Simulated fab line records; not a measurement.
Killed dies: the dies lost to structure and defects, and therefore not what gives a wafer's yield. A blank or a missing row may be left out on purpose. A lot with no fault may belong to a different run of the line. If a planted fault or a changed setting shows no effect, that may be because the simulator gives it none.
Chamber matching    flow n5_finfet    cmp-02 running N5_ILD0_CMP_03: 4 sister chambers
The step polishes, stops on SiNx, t overpolish 1.9 s, target thk 197.38 nm. 4 wafers are shown with their chamber, then 6 later ones without.

## WAFERS WITH THEIR CHAMBER
wafer   chamber  motor_current_A (A)
L520.5  3        11.4
L527.1  1        12.8
L527.2  0        13.5
L527.3  2        12.8

## WAFERS WITHOUT THEIR CHAMBER
wafer   motor_current_A (A)
L532.1  13.8
L532.2  12.5
L532.3  12.9
L533.1  12.5
L533.2  11.6
L533.3  13.3

## WHICH CHAMBER EACH WENT THROUGH
wafer    from the rows above            in truth
L532.1   0                              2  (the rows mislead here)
L532.2   can't be placed: 1 or 2        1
L532.3   can't be placed: 1 or 2        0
L533.1   can't be placed: 1 or 2        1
L533.2   3                              3
L533.3   can't be placed: 0 or 1 or 2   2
Correct placement for 1 of the 6. From these rows, 4 cannot be placed; in 3 the true chamber is one of the candidates. 1 placed wrongly.
How it was worked out, from the rows above alone: a wafer's distance from a chamber is the root of the sum, over the readings, of the square of ((its reading less the chamber's mean) divided by the reading's scatter). If the next closest chamber is less than 2 further off than the closest, the wafer can't be placed; otherwise it belongs to the closest. For every chamber, the mean is computed from those of its wafers that are shown. The scatter: with one shown wafer a chamber, the root of the mean of the squares of how far each hidden wafer lies from its nearest shown one.
